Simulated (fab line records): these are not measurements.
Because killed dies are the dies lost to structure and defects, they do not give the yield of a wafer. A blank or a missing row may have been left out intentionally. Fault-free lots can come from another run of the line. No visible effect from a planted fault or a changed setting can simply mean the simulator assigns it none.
The tool behind it: which one? | flow nand-harc | at 1 step of a route of 1302, 14 lots with 42 wafers sampled

== WHAT EACH GAUGE READ, for each wafer ==
NHARC_P_M1_THK_MEAS_24: measures by xrf. Usual: thk-nm at 157.7 nm, with a standard deviation of 1.5.
lot  | measured     | on            | thk-nm (nm)       | flag
L164 | day 6 06:25  | film-metro-01 | 158.0 157.5 158.0 |
L165 | day 6 21:47  | film-metro-02 | 154.7 156.6 154.8 |
L167 | day 7 13:38  | film-metro-01 | 158.4 154.8 158.4 |
L166 | day 7 16:10  | film-metro-01 | 157.4 156.6 158.2 |
L168 | day 8 01:19  | film-metro-01 | 159.0 159.0 156.1 |
L173 | day 9 21:35  | film-metro-01 | 157.9 158.5 160.1 |
L175 | day 11 03:34 | film-metro-01 | 155.8 156.9 157.4 |
L176 | day 11 12:04 | film-metro-01 | 158.7 157.6 158.4 |
L177 | day 12 11:28 | film-metro-01 | 159.9 158.3 159.0 |
L179 | day 12 12:19 | film-metro-01 | 158.6 158.0 158.8 |
L184 | day 14 09:35 | film-metro-01 | 159.5 159.3 159.4 |
L185 | day 14 21:52 | film-metro-02 | 157.7 157.5 157.4 |
L186 | day 15 10:39 | film-metro-02 | 159.4 155.2 158.6 |
L187 | day 16 00:23 | film-metro-02 | 160.0 157.5 157.8 |

== EACH LOT AND THE TOOL THAT RAN IT (in order: tool; ch and the chambers of the sampled wafers; start) ==
Record: no process step prior to these readings.

== WHAT THE TOOLS THEMSELVES READ (means of the sampled wafers that have a number; where no wafer has one, the mark that the record gives instead) ==
The record holds no such reading with a usual standard deviation.

== THE ANSWER, worked out from the rows above alone ==
Rule: a lot is off if the mean of its wafers that have a number lies more than 3 standard deviations from the usual mean. Also off: a lot with no number at a reading for which 4 or more lots have one. All remaining lots with rows at the step are treated as sound. After the gauges, taken in route order, come the tools' own readings; for these a lot's mean is taken, as printed above. At the first step where some lot is off, the reading lying furthest off is the one used; lots without a number count as furthest.
Across all readings shown, no lot is off: no conclusion can be drawn from this.

== WHAT WAS PUT IN BY THE SIMULATOR ==
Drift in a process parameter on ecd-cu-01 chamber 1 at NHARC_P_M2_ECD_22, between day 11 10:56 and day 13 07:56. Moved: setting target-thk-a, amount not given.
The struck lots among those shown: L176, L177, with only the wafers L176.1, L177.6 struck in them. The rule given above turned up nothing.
